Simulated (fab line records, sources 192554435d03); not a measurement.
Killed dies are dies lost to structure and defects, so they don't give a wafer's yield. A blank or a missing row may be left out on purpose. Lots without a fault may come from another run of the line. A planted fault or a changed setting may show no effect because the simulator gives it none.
Split-lot experiment | flow n5_finfet | 7 lots, 39 wafers read, on a route of 1938 steps

THE SPLIT
At N5_GATE_CUT_ETCH_58 (etches SiNx in CH3F/O2, target depth 17 nm, time 128.6 s), the setting bias_w was moved away from the recipe's 21 W on 12 of the 39 wafers read, by -10.9% to +11.4%. The other wafers ran this setting at the recipe's value.

The reading is taken at the split's own step.

THE READING
rf_vpp_V, in V, at N5_GATE_CUT_ETCH_58 (etches SiNx in CH3F/O2, target depth 17 nm, time 128.6 s). Fault-free wafers of this fab line usually give 98.9 V, standard deviation 0.89 V.

wafer  | tool, chamber at the split | bias_w as run, W | against the recipe | rf_vpp_V, V | against lot-mates on the recipe
L078.1 | rie_diel-04, 3             | 21               | recipe             | 98.9        | -
L078.5 | rie_diel-04, 1             | 21               | recipe             | 98.5        | -
L078.6 | rie_diel-04, 2             | 21               | recipe             | 97.6        | -
L080.1 | rie_diel-04, 0             | 21               | recipe             | 98.7        | -
L080.2 | rie_diel-04, 3             | 21               | recipe             | 98.7        | -
L080.3 | rie_diel-04, 1             | 23.39            | +11.4%             | 107.3       | +8.4
L080.4 | rie_diel-04, 2             | 21               | recipe             | 99.3        | -
L080.5 | rie_diel-04, 2             | 23.39            | +11.4%             | 105.9       | +7.0
L080.6 | rie_diel-04, 3             | 23.39            | +11.4%             | 105.3       | +6.4
L082.1 | rie_diel-03, 1             | 23.01            | +9.6%              | 104.1       | +6.2
L082.2 | rie_diel-03, 0             | 23.01            | +9.6%              | 105.8       | +7.9
L082.3 | rie_diel-03, 2             | 23.01            | +9.6%              | 104.1       | +6.2
L082.4 | rie_diel-03, 3             | 21               | recipe             | 97.8        | -
L082.5 | rie_diel-03, 2             | 21               | recipe             | 97.6        | -
L082.6 | rie_diel-03, 1             | 21               | recipe             | 98.2        | -
L083.1 | rie_diel-04, 0             | 18.71            | -10.9%             | 93.0        | -5.8
L083.2 | rie_diel-04, 1             | 21               | recipe             | 100.1       | -
L083.3 | rie_diel-04, 2             | 18.71            | -10.9%             | 91.4        | -7.4
L083.4 | rie_diel-04, 3             | 18.71            | -10.9%             | 91.2        | -7.6
L083.5 | rie_diel-04, 0             | 21               | recipe             | 98.2        | -
L083.6 | rie_diel-04, 3             | 21               | recipe             | 98.1        | -
L084.1 | rie_diel-04, 2             | 21               | recipe             | 98.5        | -
L084.2 | rie_diel-04, 3             | 21               | recipe             | 99.1        | -
L084.3 | rie_diel-04, 0             | 21               | recipe             | 99.2        | -
L084.4 | rie_diel-04, 1             | 21               | recipe             | 99.7        | -
L084.5 | rie_diel-04, 3             | 21               | recipe             | 99.5        | -
L084.6 | rie_diel-04, 0             | 21               | recipe             | 99.5        | -
L089.1 | rie_diel-04, 1             | 21               | recipe             | 101.4       | -
L089.2 | rie_diel-04, 0             | 21               | recipe             | 98.5        | -
L089.3 | rie_diel-04, 3             | 21               | recipe             | 99.4        | -
L089.4 | rie_diel-04, 2             | 21               | recipe             | 98.6        | -
L089.5 | rie_diel-04, 2             | 21               | recipe             | 99.6        | -
L089.6 | rie_diel-04, 3             | 21               | recipe             | 98.7        | -
L092.1 | rie_diel-03, 2             | 19.09            | -9.1%              | 93.0        | -5.3
L092.2 | rie_diel-03, 3             | 21               | recipe             | 98.3        | -
L092.3 | rie_diel-03, 0             | 21               | recipe             | 98.3        | -
L092.4 | rie_diel-03, 3             | 21               | recipe             | 98.4        | -
L092.5 | rie_diel-03, 2             | 19.09            | -9.1%              | 93.3        | -5.0
L092.6 | rie_diel-03, 0             | 19.09            | -9.1%              | 94.6        | -3.7

THE FIT
A straight line over all 39 wafers: rf_vpp_V changes by +0.621 V for each +1% of bias_w; r = +0.97; the points scatter about the line by 0.84 V.
The same after taking each lot's own level away (the mean of its wafers on the recipe; 39 wafers): +0.629 V for each +1%; r = +0.98; scatter 0.78 V.
On that fit, the largest move of bias_w shifts the reading by 7.2 V.
The lots' own levels span 97.87 to 99.37 V, that is 1.7 times the standard deviation above.
So the lot-to-lot level changes the slope little: the two slopes agree.
Check: with one of the wafers moved furthest among these (+11.4%) left out of the fit, the line predicts +7.14 V for it against its lot-mates. It came out at +8.4 V against them.
Tool readings at the split's step, against how far the setting was moved: rf_vpp_V r = +0.97.

OTHER SPLITS ON THESE WAFERS
These wafers also went through other splits before the reading. Each is held against what the fit with the lots' levels taken away leaves over:
other split on the same wafers  | wafers away from the commonest value | r with rf_vpp_V (lot level and that fit taken away)
N5_HKMG_FIN_ETCH_54 bias_w      | 12                                   | +0.20
N5_HKMG_FIN_CVD_62 target_thk_a | 15                                   | -0.32
N5_HKMG_FIN_ETCH_35 source_w    | 12                                   | +0.11

THE WHOLE CHAIN: every reading that the file lists as answering this split, in the file's order
step                | what it does                                             | reading                                                        | change (the file's fit)                | r (the file's)
N5_GATE_CUT_ETCH_58 | etches SiNx in CH3F/O2, target depth 17 nm, time 128.6 s | rf_vpp_V                                                       | +0.631 V for each +1% of the setting   | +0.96
N5_GATE_CUT_ETCH_58 | etches SiNx in CH3F/O2, target depth 17 nm, time 128.6 s | etch.depth_nm (the simulator's own value, which no gauge read) | +0.0751 nm for each +1% of the setting | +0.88

THE FILE'S OWN FIT
rf_vpp_V changes by +0.631 V for each +1% of bias_w, r = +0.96.
